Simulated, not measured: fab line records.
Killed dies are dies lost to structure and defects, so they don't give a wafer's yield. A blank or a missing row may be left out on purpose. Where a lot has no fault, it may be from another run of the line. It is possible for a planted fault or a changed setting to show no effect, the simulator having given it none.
fab line records -- flow n5-finfet -- part 2 of 2: steps 24 to 29 of 29
[record] lots = 5, wafers = 15, last-day = 18
route steps=1938 shown BEOL_M9@1460 BEOL_M10@1470
lots that met no fault: taken from a fault-free run of the same line
start-h: start of the lot's first displayed wafer, in hours after the record's first day -- wait-h: time in hours since the lot's previous step -- " repeats the value in the row above -- L1.1+2: several wafers, shown together as one row -- - value missing, or start not given -- * or withheld: withheld -- < > ~ a bound
route shown NAME@n: a module of which the file shows steps, and the number in the route of the first -- usual: mean/standard deviation of fault-free wafers -- same: alike in all rows -- chamber/n: place in a boat -- sites: the reading at each site -- _std_site: standard deviation of those values -- _edge_site: the outer-site mean with the inner-site mean subtracted -- radius-mm: how far each site lies from the wafer's centre -- mask NAME#n: copy n -- behind: the tool/chamber that last shaped the wafer -- hold: why the lot was held/for how many hours/how that ended -- device: the n, p or np transistor that did not switch -- end of line: tests of these same wafers at the route's end -- for a step that has no rows: nothing shown but its recipe -- killed: the dies lost at the first sort to structure and to defects; this is not the yield of the wafer -- map: shows each die of a wafer: x if killed, . if not, _ if none is there
set.NAME: the setting the step ran with; set.NAME@STEP: the setting that earlier step ran with -- model.NAME: the simulator's own value behind a step, which no gauge read
a table for each step, a row for each wafer; lots at some steps of the route
services: the hour from which a tool's chamber was out of use, counted from the record's first day as start-h (under 0 if before that day), plus the number of hours and why
[[steps]]
[step N5_BEOL_M10_CD_MEAS_11]
[recipe] target-cd-nm = 64.1, landing-energy-ev = 500, detector = se-inlens, polarity = opening
[usual] cd-nm = 64.1/0.54
lot.wafer,tool,chamber,start-h,wait-h,cd-nm
L081.1,cd-sem-02,0,300.54,-,63.7
L081.4,cd-sem-02,0,300.54,-,64.5
L081.6,cd-sem-02,0,300.54,-,64.3
L082.2,cd-sem-02,0,304.97,-,64.2
L082.3,cd-sem-02,0,304.97,-,63.2
L082.5,cd-sem-02,0,304.97,-,63.8
L084.1,cd-sem-02,0,338.60,-,64.2
L084.3,cd-sem-02,0,338.60,-,63.7
L084.6,cd-sem-02,0,338.60,-,63.9
L089.2,cd-sem-03,0,358.21,-,65.5
L089.5,cd-sem-03,0,358.21,-,64.1
L089.6,cd-sem-03,0,358.21,-,64.1
L090.3,cd-sem-02,0,367.33,-,65.3
L090.4,cd-sem-02,0,367.33,-,65.1
L090.5,cd-sem-02,0,367.33,-,64.7
[step N5_BEOL_M10_OVL_MEAS_12]
[recipe] points-per-wafer = 44
[usual] M10_OVL = -0.3/0.83
lot.wafer,tool,chamber,start-h,wait-h,M10_OVL[nm]
L081.1,overlay-02,0,300.57,0.0,-0.6
L081.4,overlay-02,0,300.57,0.0,-0.3
L081.6,overlay-02,0,300.57,0.0,-0.2
L082.2,overlay-01,0,304.99,0.0,0.9
L082.3,overlay-01,0,304.99,0.0,0.3
L082.5,overlay-01,0,304.99,0.0,0.7
L084.1,overlay-01,0,338.63,0.0,-0.7
L084.3,overlay-01,0,338.63,0.0,-0.6
L084.6,overlay-01,0,338.63,0.0,-0.1
L089.2,overlay-01,0,358.24,0.0,-1.3
L089.5,overlay-01,0,358.24,0.0,-0.9
L089.6,overlay-01,0,358.24,0.0,-1.6
L090.3,overlay-02,0,367.35,0.0,0.6
L090.4,overlay-02,0,367.35,0.0,0.4
L090.5,overlay-02,0,367.35,0.0,0.1
[step N5_BEOL_M10_INSPECT_13]
[recipe] mode = adi, inspect-instrument = brightfield
[usual] raw-defect-count = 430/110
lot.wafer,tool,chamber,start-h,wait-h,raw-defect-count
L081.1,defect-inspect-02,-,300.59,0.0,363
L081.4,defect-inspect-02,-,300.59,0.0,407
L081.6,defect-inspect-02,-,300.59,0.0,322
L082.2,defect-inspect-02,-,305.02,0.0,557
L082.3,defect-inspect-02,-,305.02,0.0,384
L082.5,defect-inspect-02,-,305.02,0.0,555
L084.1,defect-inspect-01,-,338.65,0.0,463
L084.3,defect-inspect-01,-,338.65,0.0,410
L084.6,defect-inspect-01,-,338.65,0.0,621
L089.2,defect-inspect-01,-,358.26,0.0,333
L089.5,defect-inspect-01,-,358.26,0.0,468
L089.6,defect-inspect-01,-,358.26,0.0,335
L090.3,defect-inspect-01,-,367.38,0.0,254
L090.4,defect-inspect-01,-,367.38,0.0,229
L090.5,defect-inspect-01,-,367.38,0.0,311
[step N5_BEOL_M10_DESCUM_16]
[recipe] chemistry = O2, time-s = 7.9, source-power-w = 50, bias-power-w = 20, pressure-mtorr = 20, rf-frequency-hz = 2.712e+07, temp-c = 40, resist = CAR-ArF, o2-flow-sccm = 225
[usual] bias-power-w = 20.01/0.06, drypump-motor-current-A = 5.8/0.53, oes-product-au = 0.81/0.11, rf-fwd-power-W = 49.44/0.21, rf-vpp-V = 243.6/1.4, showerhead-plenum-p-Torr = 2.12/0.076, throttle-valve-pct = 20.4/0.31
lot.wafer,tool,chamber,start-h,wait-h,bias-power-w,drypump-motor-current-A,oes-product-au,rf-fwd-power-W,rf-hours-counter-h,rf-vpp-V,showerhead-plenum-p-Torr,throttle-valve-pct
L081.1,rie-diel-06,3,300.69,0.1,20.04,6.8,0.94,49.65,5,243.9,2.13,20.0
L081.4,rie-diel-06,0,300.69,0.1,19.94,5.9,0.70,49.33,-,244.1,2.13,20.5
L081.6,rie-diel-06,1,300.69,0.1,20.02,5.2,0.66,49.57,-,243.6,2.17,20.6
L082.2,rie-diel-03,1,305.05,0.0,20.08,5.9,0.73,49.17,208,243.3,2.18,21.0
L082.3,rie-diel-03,3,305.05,0.0,20.04,6.1,0.96,49.59,11,244.7,2.23,20.1
L082.5,rie-diel-03,1,305.05,0.0,20.05,5.9,0.73,49.43,-,244.7,2.18,21.0
L084.1,rie-diel-02,0,338.69,0.0,19.92,6.1,0.85,49.61,75,245.5,2.22,20.0
L084.3,rie-diel-02,3,338.69,0.0,20.05,6.4,0.68,49.15,240,242.9,1.98,20.3
L084.6,rie-diel-02,0,338.69,0.0,19.91,6.1,0.84,49.45,-,245.0,2.22,20.0
L089.2,rie-diel-03,1,358.43,0.2,19.95,5.9,0.72,49.08,225,246.0,2.17,21.1
L089.5,rie-diel-03,2,358.43,0.2,20.07,5.6,0.68,49.70,-,242.1,1.97,20.4
L089.6,rie-diel-03,3,358.43,0.2,20.03,6.1,0.93,49.40,-,245.3,2.23,20.1
L090.3,rie-diel-06,3,367.41,0.0,19.92,6.8,0.88,49.56,34,244.0,2.12,20.0
L090.4,rie-diel-06,2,367.41,0.0,19.90,6.1,0.90,49.45,-,243.0,2.15,20.4
L090.5,rie-diel-06,3,367.41,0.0,19.89,6.7,0.90,49.63,-,244.0,2.12,20.0
[step N5_BEOL_M10_ETCH_61]
[recipe] chemistry = CF4, target = SiARC, target-depth-a = 390, mask-material = CAR-ArF, time-s = 65, ion-energy-ev = 80, pressure-mtorr = 40, source-w = 545, bias-w = 36, Ar_flow_sccm = 100, cf4-flow-sccm = 100, ends = cleared
[usual] cf4-flow-sccm = 99.99/0.29, drypump-motor-current-A = 5.8/0.52, etch-rf-on-time-s = 64.2/1.4, oes-product-au = 0.69/0.09, rf-fwd-power-W = 539.2/2.2, rf-vpp-V = 184.4/1.2, showerhead-plenum-p-Torr = 2.17/0.068, throttle-valve-pct = 15.5/0.3
lot.wafer,tool,chamber,start-h,wait-h,cf4-flow-sccm,drypump-motor-current-A,etch-rf-on-time-s,oes-product-au,rf-fwd-power-W,rf-hours-counter-h,rf-vpp-V,showerhead-plenum-p-Torr,throttle-valve-pct
L081.1,rie-diel-06,3,300.73,0.0,99.68,6.8,65.4,0.80,541.6,5,184.8,2.21,15.3
L081.4,rie-diel-06,0,300.73,0.0,100.18,5.9,65.1,0.60,541.2,-,184.4,2.19,15.9
L081.6,rie-diel-06,1,300.73,0.0,100.18,5.2,63.1,0.58,538.3,-,184.4,2.20,15.8
L082.2,rie-diel-03,1,305.09,0.0,99.68,5.9,62.3,0.64,536.2,208,184.7,2.21,16.1
L082.3,rie-diel-03,3,305.09,0.0,100.53,6.2,64.0,0.82,536.0,11,186.0,2.26,15.2
L082.5,rie-diel-03,1,305.09,0.0,99.69,5.9,62.0,0.64,538.4,-,185.7,2.21,16.1
L084.1,rie-diel-02,0,338.72,0.0,99.81,6.1,63.1,0.73,536.9,75,184.3,2.25,15.1
L084.3,rie-diel-02,3,338.72,0.0,100.34,6.3,64.7,0.58,535.2,240,182.8,2.03,15.5
L084.6,rie-diel-02,0,338.72,0.0,99.69,6.1,63.7,0.73,540.4,-,184.6,2.25,15.1
L089.2,rie-diel-03,1,358.47,0.0,99.96,5.9,62.9,0.63,542.0,225,184.1,2.20,16.2
L089.5,rie-diel-03,2,358.47,0.0,100.30,5.6,65.6,0.58,540.5,-,182.5,2.03,15.7
L089.6,rie-diel-03,3,358.47,0.0,100.04,6.1,64.8,0.78,539.2,-,185.2,2.26,15.2
L090.3,rie-diel-06,3,367.45,0.0,99.88,6.8,65.8,0.75,538.0,34,185.4,2.20,15.3
L090.4,rie-diel-06,2,367.45,0.0,99.73,6.2,63.6,0.76,540.5,-,184.8,2.17,15.3
L090.5,rie-diel-06,3,367.45,0.0,100.27,6.8,65.4,0.75,542.0,-,184.4,2.20,15.3
[step N5_BEOL_M10_ETCH_62]
[recipe] chemistry = N2/H2, target = SOC, target-depth-a = 1100, overetch-a = 220, mask-material = SiARC, temp-c = 40, time-s = 165, ion-energy-ev = 200, pressure-mtorr = 30, source-w = 840, bias-w = 150, n2-flow-sccm = 200, h2-flow-sccm = 200
[usual] drypump-motor-current-A = 5.8/0.52, oes-product-au = 0.68/0.086, rf-fwd-power-W = 837.7/2.4, rf-vpp-V = 524.8/2.5, showerhead-plenum-p-Torr = 2.57/0.088, throttle-valve-pct = 17.8/0.35
lot.wafer,tool,chamber,start-h,wait-h,drypump-motor-current-A,oes-product-au,rf-fwd-power-W,rf-hours-counter-h,rf-vpp-V,showerhead-plenum-p-Torr,throttle-valve-pct
L081.1,rie-diel-06,3,300.78,0.0,6.8,0.80,834.4,6,525.6,2.61,17.5
L081.4,rie-diel-06,0,300.78,0.0,5.9,0.60,840.5,-,525.0,2.61,18.1
L081.6,rie-diel-06,1,300.78,0.0,5.2,0.56,835.9,-,526.4,2.60,17.8
L082.2,rie-diel-03,1,305.14,0.0,6.0,0.62,837.5,208,525.8,2.63,18.5
L082.3,rie-diel-03,3,305.14,0.0,6.1,0.81,839.3,11,528.2,2.71,17.4
L082.5,rie-diel-03,1,305.14,0.0,5.9,0.62,839.5,-,526.4,2.63,18.5
L084.1,rie-diel-02,0,338.77,0.0,6.1,0.71,835.6,75,528.8,2.68,17.3
L084.3,rie-diel-02,3,338.77,0.0,6.4,0.58,835.4,240,520.5,2.41,17.7
L084.6,rie-diel-02,0,338.77,0.0,6.1,0.71,840.8,-,528.9,2.68,17.3
L089.2,rie-diel-03,1,358.52,0.0,5.9,0.62,835.9,225,525.1,2.62,18.5
L089.5,rie-diel-03,2,358.52,0.0,5.7,0.58,837.7,-,520.4,2.40,17.9
L089.6,rie-diel-03,3,358.52,0.0,6.1,0.77,839.5,-,528.6,2.70,17.4
L090.3,rie-diel-06,3,367.50,0.0,6.8,0.74,834.1,34,526.0,2.59,17.5
L090.4,rie-diel-06,2,367.50,0.0,6.2,0.75,837.8,-,524.9,2.60,17.8
L090.5,rie-diel-06,3,367.50,0.0,6.8,0.75,835.6,-,525.8,2.59,17.5
[[services]]
tool,chamber,start-h,hours,kind
pecvd-01,1,278.52,4.2,repair
pecvd-01,2,284.94,19.7,repair
rie-diel-06,2,289.23,-,clean
rie-diel-06,2,289.23,-,consumable-replace:focus-ring
rie-diel-06,2,289.23,18.8,scheduled-down
rie-diel-06,2,289.23,18.8,vent-cycle
pecvd-04,-,296.71,4.4,repair
cmp-03,-,306.56,5.8,pm
pecvd-02,1,314.06,5.5,scheduled-down
cmp-01,-,316.18,0.9,repair
cmp-01,-,322.86,4.0,pm
rie-diel-02,-,336.28,0.6,repair
rie-diel-06,1,337.72,-,clean
rie-diel-06,1,337.72,-,consumable-replace:focus-ring
rie-diel-06,1,337.72,25.3,scheduled-down
cmp-03,-,338.77,7.0,repair
arfi-scanner-02,-,342.57,0.8,pm
cmp-01,-,343.60,5.5,pm
pecvd-02,0,355.07,39.7,repair
cmp-03,-,355.51,4.0,pm
arfi-scanner-03,-,355.94,0.2,repair
cvd-co-01,-,357.62,6.9,pm
arfi-scanner-03,-,358.26,1.3,pm
pecvd-02,1,366.88,2.1,scheduled-down
